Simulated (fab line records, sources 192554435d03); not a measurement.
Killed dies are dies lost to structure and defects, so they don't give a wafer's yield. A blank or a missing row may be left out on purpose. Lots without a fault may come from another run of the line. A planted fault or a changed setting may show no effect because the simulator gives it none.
Chamber matching | flow n5_finfet | N5_BEOL_M9_STRIP_67 on rie_diel-05: 4 sister chambers
The step strips in CF4. 16 wafers are shown with their chamber, then 8 later ones without.

WAFERS WITH THEIR CHAMBER
wafer  | chamber | drypump_motor_current_A (A) | showerhead_plenum_p_Torr (Torr) | oes_product_au (a.u.)
L074.2 | 2       | 6.5                         | 1.77                            | 0.88
L074.3 | 0       | 5.4                         | 1.85                            | 0.70
L074.6 | 2       | 6.5                         | 1.77                            | 0.89
L083.1 | 2       | 6.4                         | 1.77                            | 0.86
L083.5 | 1       | 5.6                         | 1.73                            | 0.75
L083.6 | 0       | 5.4                         | 1.84                            | 0.70
L084.3 | 3       | 6.4                         | 1.73                            | 0.78
L084.4 | 1       | 5.6                         | 1.73                            | 0.75
L084.5 | 0       | 5.4                         | 1.84                            | 0.69
L085.1 | 0       | 5.4                         | 1.84                            | 0.69
L085.4 | 1       | 5.6                         | 1.73                            | 0.75
L085.5 | 1       | 5.6                         | 1.73                            | 0.74
L088.2 | 2       | 6.5                         | 1.76                            | 0.85
L088.3 | 1       | 5.6                         | 1.73                            | 0.75
L088.5 | 3       | 6.3                         | 1.73                            | 0.77
L091.1 | 2       | 6.5                         | 1.76                            | 0.85

SIGNATURES (means of the wafers above)
reading                  | chamber 0 | chamber 1 | chamber 2 | chamber 3 | scatter within a chamber
drypump_motor_current_A  | 5.400     | 5.600     | 6.480     | 6.350     | 0.0329
showerhead_plenum_p_Torr | 1.8425    | 1.7300    | 1.7660    | 1.7300    | 0.00403
oes_product_au           | 0.6950    | 0.7480    | 0.8660    | 0.7750    | 0.0114
Rule: a wafer's distance from a chamber is the root of the sum, over the readings, of the square of ((its reading less the chamber's mean) divided by the reading's scatter). The wafer belongs to the nearest chamber; if the next one is less than 2 further off, it can't be placed. The scatter: the root of (the sum of the squares of (reading less its chamber's mean) over the shown wafers, divided by (wafers less chambers)).

WAFERS WITHOUT THEIR CHAMBER
wafer  | drypump_motor_current_A (A) | showerhead_plenum_p_Torr (Torr) | oes_product_au (a.u.)
L091.3 | 5.6                         | 1.73                            | 0.74
L091.4 | 6.3                         | 1.73                            | 0.77
L090.3 | 5.5                         | 1.84                            | 0.69
L090.4 | 6.5                         | 1.76                            | 0.85
L090.6 | 5.5                         | 1.84                            | 0.68
L097.1 | 5.6                         | 1.72                            | 0.72
L097.2 | 5.5                         | 1.83                            | 0.95
L097.6 | 6.5                         | 1.76                            | 0.83

WHICH CHAMBER EACH WENT THROUGH
wafer  | from the rows above | in truth
L091.3 | 1                   | 1
L091.4 | 3                   | 3
L090.3 | 0                   | 0
L090.4 | 2                   | 2
L090.6 | 0                   | 0
L097.1 | 1                   | 1
L097.2 | 0                   | 0
L097.6 | 2                   | 2
Placed correctly: 8 of 8. Can't be placed from these rows: 0. Placed wrongly: 0.
